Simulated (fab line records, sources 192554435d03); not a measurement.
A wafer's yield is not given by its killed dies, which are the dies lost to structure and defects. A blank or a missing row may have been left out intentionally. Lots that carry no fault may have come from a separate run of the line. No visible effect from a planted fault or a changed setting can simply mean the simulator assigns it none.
Chamber matching :: flow n5_finfet :: 4 sister chambers for N5_BEOL_M12_TRENCH_ETCH_34 on rie_diel-04
The step etches SiOC in C4F8/O2/Ar, target depth 318.95 nm, time 125.5 s. 14 wafers are shown with their chamber, then 7 later ones without.

== WAFERS WITH THEIR CHAMBER ==
wafer: L074.1
chamber: 3
showerhead_plenum_p_Torr (Torr): 3.26
drypump_motor_current_A (A): 6.1
throttle_valve_pct (%): 23.88

wafer: L074.4
chamber: 0
showerhead_plenum_p_Torr (Torr): 3.29
drypump_motor_current_A (A): 5.9
throttle_valve_pct (%): 23.95

wafer: L074.6
chamber: 1
showerhead_plenum_p_Torr (Torr): 3.48
drypump_motor_current_A (A): 5.5
throttle_valve_pct (%): 24.45

wafer: L076.2
chamber: 3
showerhead_plenum_p_Torr (Torr): 3.26
drypump_motor_current_A (A): 6.1
throttle_valve_pct (%): 23.88

wafer: L076.5
chamber: 0
showerhead_plenum_p_Torr (Torr): 3.28
drypump_motor_current_A (A): 5.9
throttle_valve_pct (%): 23.97

wafer: L076.6
chamber: 1
showerhead_plenum_p_Torr (Torr): 3.47
drypump_motor_current_A (A): 5.6
throttle_valve_pct (%): 24.46

wafer: L080.1
chamber: 2
showerhead_plenum_p_Torr (Torr): 3.38
drypump_motor_current_A (A): 5.5
throttle_valve_pct (%): 24.34

wafer: L080.2
chamber: 1
showerhead_plenum_p_Torr (Torr): 3.47
drypump_motor_current_A (A): 5.5
throttle_valve_pct (%): 24.23

wafer: L080.6
chamber: 3
showerhead_plenum_p_Torr (Torr): 3.25
drypump_motor_current_A (A): 6.1
throttle_valve_pct (%): 23.89

wafer: L082.1
chamber: 1
showerhead_plenum_p_Torr (Torr): 3.47
drypump_motor_current_A (A): 5.5
throttle_valve_pct (%): 24.23

wafer: L082.4
chamber: 2
showerhead_plenum_p_Torr (Torr): 3.37
drypump_motor_current_A (A): 5.5
throttle_valve_pct (%): 24.34

wafer: L082.6
chamber: 3
showerhead_plenum_p_Torr (Torr): 3.25
drypump_motor_current_A (A): 6.1
throttle_valve_pct (%): 23.92

wafer: L088.2
chamber: 0
showerhead_plenum_p_Torr (Torr): 3.27
drypump_motor_current_A (A): 5.8
throttle_valve_pct (%): 24.00

wafer: L088.3
chamber: 2
showerhead_plenum_p_Torr (Torr): 3.37
drypump_motor_current_A (A): 5.5
throttle_valve_pct (%): 24.36

SIGNATURES (means of the wafers above)
reading: showerhead_plenum_p_Torr
chamber 0: 3.2800
chamber 1: 3.4725
chamber 2: 3.3733
chamber 3: 3.2550
scatter within a chamber: 0.00665

reading: drypump_motor_current_A
chamber 0: 5.867
chamber 1: 5.525
chamber 2: 5.500
chamber 3: 6.100
scatter within a chamber: 0.0376

reading: throttle_valve_pct
chamber 0: 23.9733
chamber 1: 24.3425
chamber 2: 24.3467
chamber 3: 23.8925
scatter within a chamber: 0.073
Rule: a wafer lies at a distance from a chamber equal to the root of the sum of squares, over the readings, of (its reading less the chamber's mean, divided by the reading's scatter). The wafer belongs to the nearest chamber; if the next one is less than 2 further off, it can't be placed. The scatter is the square root of a quotient: the sum, over the shown wafers, of each reading's squared deviation from its chamber's mean, divided by wafers minus chambers.

== WAFERS WITH NO CHAMBER GIVEN ==
wafer: L088.4
showerhead_plenum_p_Torr (Torr): 3.24
drypump_motor_current_A (A): 6.1
throttle_valve_pct (%): 23.92

wafer: L094.1
showerhead_plenum_p_Torr (Torr): 3.46
drypump_motor_current_A (A): 5.5
throttle_valve_pct (%): 24.27

wafer: L094.3
showerhead_plenum_p_Torr (Torr): 3.36
drypump_motor_current_A (A): 5.6
throttle_valve_pct (%): 24.37

wafer: L094.5
showerhead_plenum_p_Torr (Torr): 3.36
drypump_motor_current_A (A): 5.6
throttle_valve_pct (%): 24.38

wafer: L093.1
showerhead_plenum_p_Torr (Torr): 3.36
drypump_motor_current_A (A): 5.5
throttle_valve_pct (%): 24.40

wafer: L093.3
showerhead_plenum_p_Torr (Torr): 3.46
drypump_motor_current_A (A): 5.5
throttle_valve_pct (%): 24.25

wafer: L093.4
showerhead_plenum_p_Torr (Torr): 3.24
drypump_motor_current_A (A): 6.1
throttle_valve_pct (%): 23.95

== WHICH CHAMBER EACH WENT THROUGH ==
wafer: L088.4
from the rows above: 3
in truth: 3

wafer: L094.1
from the rows above: 1
in truth: 1

wafer: L094.3
from the rows above: 2
in truth: 2

wafer: L094.5
from the rows above: 2
in truth: 2

wafer: L093.1
from the rows above: 2
in truth: 2

wafer: L093.3
from the rows above: 1
in truth: 1

wafer: L093.4
from the rows above: 3
in truth: 3
Placed correctly: 7 of 7. Can't be placed from these rows: 0. 0 placed wrongly.
